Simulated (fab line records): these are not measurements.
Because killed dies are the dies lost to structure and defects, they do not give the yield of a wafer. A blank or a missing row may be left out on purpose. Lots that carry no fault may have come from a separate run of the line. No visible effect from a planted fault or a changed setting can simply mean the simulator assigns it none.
A single fault, viewed from 2 desks | flow nandHarc | numbers are kept per desk, each desk with only its own; the story behind them comes last

## THE METROLOGY DESK
What the gauges read, lot by lot, whatever tool the lot ran on: means of the sampled wafers that have a number. The brackets show how far a lot's mean lies from the usual mean; more than 4 standard deviations puts the lot out of limits, marked OUT.
Columns: A = cdNm at NHARC_A_SLIT_CD_MEAS_21, usual 289.5 nm
lot  | first seen here | A
L955 | day 21 06:53    | 289.4
L956 | day 21 10:41    | 289.6
L958 | day 22 02:16    | 288.0
L959 | day 22 10:58    | 288.2
L965 | day 25 20:34    | 289.8
L968 | day 27 05:25    | 290.0
L967 | day 27 05:37    | 289.5
L969 | day 27 16:58    | 290.1
L972 | day 28 01:20    | 289.5
L971 | day 28 04:42    | 290.4
L974 | day 29 03:13    | 290.0
L973 | day 29 07:41    | 289.2
This desk's finding: nothing out of limits on any of the 12 lots.

## AT THE TOOL OWNER'S DESK: aldMetal-04
The tool's own readings at NHARC_A_WL_FILL_ALD_02 (deposits TiN, target thk 2 nm, pulse time 3 s, ald cycles 100): means of the sampled wafers that have a number, for each lot that ran on this tool. The brackets show how far a lot's mean lies from the usual mean; more than 4 standard deviations puts the lot out of limits, marked OUT.
Columns: A = heaterPowerW at NHARC_A_WL_FILL_ALD_02, usual 1121 W; B = precursorPulseHeightRel at NHARC_A_WL_FILL_ALD_02, usual 1.001
lot  | first seen here | A    | B
L955 | day 21 14:01    | 1192 | 0.999
L958 | day 22 09:28    | 1171 | 1.009
L959 | day 22 18:16    | 1168 | 1.011
L965 | day 26 03:58    | 1167 | 0.993
L967 | day 27 12:37    | 1220 | 1.016
This desk's finding: nothing out of limits on any of the 5 lots.

## TAKEN TOGETHER
From the metrology desk's view, nothing was out of limits.
The desk of the tool owner found nothing out of limits.

## WHAT THE SIMULATOR HAD PUT IN
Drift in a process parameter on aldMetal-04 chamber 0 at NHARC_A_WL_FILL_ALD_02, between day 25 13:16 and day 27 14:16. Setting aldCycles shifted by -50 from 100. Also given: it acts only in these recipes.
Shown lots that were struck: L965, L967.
